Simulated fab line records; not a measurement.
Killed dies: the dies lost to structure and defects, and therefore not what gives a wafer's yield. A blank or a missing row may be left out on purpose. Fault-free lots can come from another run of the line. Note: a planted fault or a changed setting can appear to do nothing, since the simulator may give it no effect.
Struck lot and sound lot, side by side :: flow n5Finfet :: 11 out of 1938 route steps
Sound: the wafers L562.1, L562.3, L562.4. Wafers struck: L557.2, L557.4, L557.5. The cause comes at the end.
Per side, at each step with rows, come the tool, then ch with its chambers, and then its first start. Under that, the readings that differ: sound wafers :: struck wafers :: difference of the means :: sigmas: that difference in standard deviations of wafers without a fault.
alike: words and numbers the same on both sides, and readings whose means are apart by under 2 such deviations; not compared: readings that were withheld, readings missing a value for some wafer, numbers with overlapping values and no deviation given by the record, and bounds like >300 which may hide the same value.
A row with sigmas, a row that says differs or no value, or rows on one side alone: a step with any of these is where the two part. When numbers do not overlap yet have no deviation, they are printed without sigmas and do not part them. A reading missing from all wafers of one side parts the sides only when that side holds two or more wafers.

N5_START_INSPECT_01: inspects for defects (unpatterned scan).
  sound on defectInspect-02 at day 5 06:02; struck on defectInspect-02 at day 4 00:02
  alike: rawDefectCount
then, 2 steps without rows for these wafers: N5_ZERO_LAYER_PRECLEAN_00 (cleans in SPM, time 600 s); N5_ZERO_LAYER_SRD_01 (time 30 s, dry time 30 s).
N5_ZERO_LAYER_PECVD_02: deposits SiO2 from SiH4/N2O, target thk 10 nm, time 6 s.
  sound on pecvd-03 ch 1,2, day 5 06:18; struck on pecvd-03 ch 0,1, day 4 00:17
  alike: heaterPowerW, showerheadPlenumPTorr
then, 4 steps without rows for these wafers: N5_ZERO_LAYER_HMDS_04 (time 60 s); N5_ZERO_LAYER_COAT_05 (resist thk 1000 nm); N5_ZERO_LAYER_EBR_07; N5_ZERO_LAYER_SOFTBAKE_06 (time 90 s).
N5_ZERO_LAYER_EXPOSE_08: exposes mask ZERO, defocus 0 nm, target cd 2000 nm.
  sound on krfScanner-01 ch 0, day 5 06:37; struck on krfScanner-02 ch 0, day 4 00:36
reading: exposureDoseMJCm2
sound: 16.183 16.190 16.218
struck: 15.895 15.872 15.883
difference: -0.314
sigmas: -18
  alike: mask
then, 2 steps without rows for these wafers: N5_ZERO_LAYER_PEB_09; N5_PASSIVATION_PROBE_49.

WHERE THEY PART
N5_ZERO_LAYER_EXPOSE_08 only, going by this record.

WHY: what had been put in by the simulator
Drift in process parameters on krfScanner-02 at N5_ZERO_LAYER_EXPOSE_08, starting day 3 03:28. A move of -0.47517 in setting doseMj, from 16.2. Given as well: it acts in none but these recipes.
